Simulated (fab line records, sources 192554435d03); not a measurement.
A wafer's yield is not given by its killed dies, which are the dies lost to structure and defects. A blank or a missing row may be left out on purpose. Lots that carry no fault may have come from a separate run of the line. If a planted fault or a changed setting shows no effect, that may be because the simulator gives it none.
Struck lot and sound lot, side by side || flow n5 finfet || 13 steps out of a route of 1938
Sound: these wafers, L523.2, L523.5, L523.6. Struck: wafers L516.2, L516.3, L516.5. The cause comes at the end.
Each step with rows lists, per side, the tool, then ch with its chambers, then its first start. Under that, the readings that differ: sound wafers || struck wafers || difference of the means || sigmas: that difference in standard deviations of wafers without a fault.
alike: readings whose means differ by less than 2 such deviations, and words and numbers that are the same on both sides. not compared: withheld readings, readings that some wafer has no value for, bounds like >300 that may hide the same value, and numbers for which the record gives no deviation and whose values overlap.
Wherever a step has rows on one side only, a row that says differs or no value, or a row with sigmas, the two part there. Non-overlapping numbers with no deviation appear without sigmas and do not part them. A reading that every wafer of one side lacks parts them only if that side has two wafers or more.

N5_BEOL_M13_THK_MEAS_50: measures by xrf.
  struck on film metro-01, day 12 04:05; sound on film metro-02, day 14 12:15
  alike: M13_THK
then, 1 step without rows for these wafers: N5_BEOL_M13_PRE_CLEAN_52 (time 15 s).
N5_BEOL_M13_DEP_53: deposits SiCN from 3MS/NH3, target thk 50 nm, time 17.8 s.
  sound on pecvd-04 ch 1,2, day 14 12:19; struck on pecvd-03 ch 0,1,2, day 12 04:08
  alike: chamber pressure Torr, showerhead plenum p Torr, throttle valve pct
  not compared: since wet clean h
N5_BEOL_M13_RS_MEAS_54: measures by four-point-probe.
  struck on film metro-01, day 12 04:13; sound on film metro-01, day 14 12:23
{"reading": "M13_RS (ohm/sq)", "sound": "0.0454 0.0443 0.0451", "struck": "0.0461 0.0462 0.0462", "difference": "+0.0012", "sigmas": "+2"}
N5_BEOL_M14_ILD_DEP_00: deposits SiO2 from TEOS/O2, target thk 1119.3 nm, time 237.4 s.
  sound on pecvd-03 ch 0,2, day 14 12:27; struck on pecvd-04 ch 0,1, day 12 04:16
  alike: chamber pressure Torr, heater power w, showerhead plenum p Torr, throttle valve pct
  not compared: since wet clean h
N5_BEOL_M14_THK_MEAS_01:
  struck on film metro-02, day 12 04:28; sound on film metro-01, day 14 12:38
  alike: M14_ILD_THK
then, 5 steps without rows for these wafers: N5_BEOL_M14_COAT_58 (time 60 s, resist thk 89 nm); N5_BEOL_M14_COAT_04 (resist thk 800 nm); N5_BEOL_M14_EBR_06; N5_BEOL_M14_SOFTBAKE_05 (time 60 s); N5_BEOL_M14_EXPOSE_07 (exposes mask V13).
N5_BEOL_M14_PEB_08: peb time 90 s.
  struck on litho track-01, day 12 04:40; sound on litho track-04 ch 0, day 14 12:50
  no value came back on the struck wafers for chill plate temp C (C), exhaust pa (Pa); on the sound wafers chill plate temp C (C) reads 22.96 23.03 22.96
then, 1 step without rows for these wafers: N5_BEOL_M14_DEVELOP_09 (develop time 45 s).

WHERE THEY PART
Last at N5_BEOL_M14_PEB_08 as far as this record goes, first at N5_BEOL_M13_RS_MEAS_54.

WHY: whatever the simulator had introduced
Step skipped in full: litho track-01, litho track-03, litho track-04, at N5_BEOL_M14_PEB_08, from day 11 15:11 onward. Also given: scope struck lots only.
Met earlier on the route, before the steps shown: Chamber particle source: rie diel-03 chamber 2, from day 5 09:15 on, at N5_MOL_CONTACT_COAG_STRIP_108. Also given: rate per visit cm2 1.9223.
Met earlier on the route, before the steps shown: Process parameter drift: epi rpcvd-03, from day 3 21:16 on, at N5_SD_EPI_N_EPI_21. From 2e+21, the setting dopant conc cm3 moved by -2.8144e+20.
